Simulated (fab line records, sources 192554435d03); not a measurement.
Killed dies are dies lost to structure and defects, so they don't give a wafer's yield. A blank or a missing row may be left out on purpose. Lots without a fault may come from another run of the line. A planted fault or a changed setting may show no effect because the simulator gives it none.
One fault seen from 2 desks | flow n5_finfet | each desk has only its own numbers; what lay behind them comes last

THE METROLOGY DESK
What the gauges read, lot by lot, whatever tool the lot ran on: means of the sampled wafers that have a number. A lot is out of limits, marked OUT, if its mean lies more than 4 standard deviations from the usual mean; the brackets give that distance. Of its 12 readings 7 are shown: the one that was out of limits first, and those that lie furthest out on some lot.
Columns: A = COMB_M3 at N5_BEOL_M4_RC_MEAS_101, usual 6.1e-11 S/m; B = COMB_M3_max_site at N5_BEOL_M4_RC_MEAS_101, usual 8.6e-11 S/m; C = IOFF_P at N5_BEOL_M4_RC_MEAS_101, usual 0.21 nA/um; D = ION_N at N5_BEOL_M4_RC_MEAS_101, usual 676 uA/um; E = ION_P at N5_BEOL_M4_RC_MEAS_101, usual 462 uA/um; F = SS_N at N5_BEOL_M4_RC_MEAS_101, usual 71.5 mV/dec; G = VT_N at N5_BEOL_M4_RC_MEAS_101, usual 249 mV
lot  | first seen here | A                  | B                  | C    | D   | E   | F    | G
L475 | day 8 21:51     | 7.6e-11            | 9.8e-11            | 0.26 | 693 | 471 | 71.5 | 247
L478 | day 9 14:08     | 5.7e-11            | 8.5e-11            | 0.19 | 665 | 460 | 71.0 | 254
L480 | day 10 12:07    | 6.5e-11            | 8.5e-11            | 0.19 | 670 | 458 | 70.3 | 251
L484 | day 11 11:20    | 1.1e-10            | 1.3e-10            | 0.18 | 670 | 456 | 70.6 | 250
L485 | day 11 14:52    | 1.2e-10 (+4.7) OUT | 2.1e-10 (+6.0) OUT | 0.24 | 674 | 477 | 71.2 | 247
L489 | day 11 16:50    | 1.5e-10 (+6.7) OUT | 2.1e-10 (+6.0) OUT | 0.21 | 674 | 463 | 71.7 | 250
L488 | day 11 19:54    | 5.2e-11            | 6.4e-11            | 0.20 | 669 | 461 | 71.0 | 252
L492 | day 13 01:03    | 5.9e-11            | 8.4e-11            | 0.21 | 675 | 462 | 71.1 | 250
L494 | day 13 22:52    | 4.5e-11            | 6.8e-11            | 0.23 | 665 | 463 | 72.0 | 250
This desk's finding: out of limits on L485, L489; first on L485, day 11 14:52 (COMB_M3 at N5_BEOL_M4_RC_MEAS_101). In limits: L475, L478, L480, L484, L488, L492, L494.

THE TOOL OWNER'S DESK: ald_metal-03
The tool's own readings at N5_BEOL_M3_ALD_84 (deposits TaN, pulse time 2 s, purge time 3 s, co reactant purge time 2 s): means of the sampled wafers that have a number, for each lot that ran on this tool. A lot is out of limits, marked OUT, if its mean lies more than 4 standard deviations from the usual mean; the brackets give that distance.
Columns: A = chamber_pressure_Torr at N5_BEOL_M3_ALD_84, usual 3.000 Torr; B = heater_power_w at N5_BEOL_M3_ALD_84, usual 413 W
lot  | first seen here | A     | B
L478 | day 8 22:20     | 3.001 | 379
L480 | day 9 14:55     | 3.000 | 429
L484 | day 10 14:44    | 3.000 | 450
L485 | day 10 22:40    | 3.003 | 426
L489 | day 11 02:57    | 2.998 | 382
This desk's finding: nothing out of limits on any of the 5 lots.

PUT TOGETHER
The metrology desk could have raised an alarm at day 11 14:52, on L485, L489.
The tool owner's desk saw nothing out of limits.
The tool owner's desk has L485, L489 on record, within its limits.
Of the lots named, all ran N5_BEOL_M3_ALD_84 on ald_metal-03.

WHAT THE SIMULATOR HAD PUT IN
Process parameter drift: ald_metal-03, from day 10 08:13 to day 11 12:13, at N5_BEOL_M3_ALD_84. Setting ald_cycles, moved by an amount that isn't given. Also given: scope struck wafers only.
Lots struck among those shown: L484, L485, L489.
Hours from the fault's start to each desk's first reading out of limits: the metrology desk, 31.
